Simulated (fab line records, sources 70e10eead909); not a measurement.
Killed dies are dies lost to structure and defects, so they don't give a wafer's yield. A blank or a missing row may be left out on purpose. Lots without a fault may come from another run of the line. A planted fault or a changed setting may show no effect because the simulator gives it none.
Chamber matching | flow nand_harc | NHARC_A_CHANNEL_FILL_D1_ALD_02 on ald_hk-02: 4 sister chambers
The step deposits SiO2, target thk 6 nm, pulse time 10 s, ald cycles 60. 14 wafers are shown with their chamber, then 7 later ones without.

WAFERS WITH THEIR CHAMBER
wafer  | chamber | heater_power_w (W) | precursor_pulse_height_rel
L077.4 | 3       | 564                | 0.973
L077.5 | 2       | 521                | 0.992
L077.6 | 1       | 427                | 0.997
L081.2 | 3       | 563                | 1.003
L081.3 | 0       | 405                | 1.010
L081.5 | 0       | 396                | 0.992
L083.1 | 1       | 433                | 1.010
L083.3 | 3       | 576                | 1.004
L083.5 | 0       | 395                | 0.989
L086.2 | 2       | 522                | 1.034
L086.4 | 1       | 437                | 1.019
L086.5 | 0       | 410                | 0.989
L084.1 | 3       | 587                | 1.015
L084.2 | 0       | 408                | 0.990

SIGNATURES (means of the wafers above)
reading                    | chamber 0 | chamber 1 | chamber 2 | chamber 3 | scatter within a chamber
heater_power_w             | 402.80    | 432.33    | 521.50    | 572.50    | 7.92
precursor_pulse_height_rel | 0.99400   | 1.00867   | 1.01300   | 0.99875   | 0.0156
Rule: a wafer's distance from a chamber is the root of the sum, over the readings, of the square of ((its reading less the chamber's mean) divided by the reading's scatter). The wafer belongs to the nearest chamber; if the next one is less than 2 further off, it can't be placed. The scatter: the root of (the sum of the squares of (reading less its chamber's mean) over the shown wafers, divided by (wafers less chambers)).

WAFERS WITHOUT THEIR CHAMBER
wafer  | heater_power_w (W) | precursor_pulse_height_rel
L084.4 | 521                | 0.997
L095.2 | 413                | 1.006
L095.4 | 407                | 0.978
L095.6 | 410                | 0.983
L096.1 | 407                | 0.990
L096.3 | 425                | 0.997
L096.5 | 544                | 1.047

WHICH CHAMBER EACH WENT THROUGH
wafer  | from the rows above     | in truth
L084.4 | 2                       | 2
L095.2 | can't be placed: 0 or 1 | 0
L095.4 | 0                       | 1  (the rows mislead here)
L095.6 | 0                       | 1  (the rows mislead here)
L096.1 | 0                       | 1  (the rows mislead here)
L096.3 | can't be placed: 1 or 0 | 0
L096.5 | can't be placed: 2 or 3 | 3
Placed correctly: 1 of 7. Can't be placed from these rows: 3 (the true chamber is among the candidates in 3). Placed wrongly: 3.
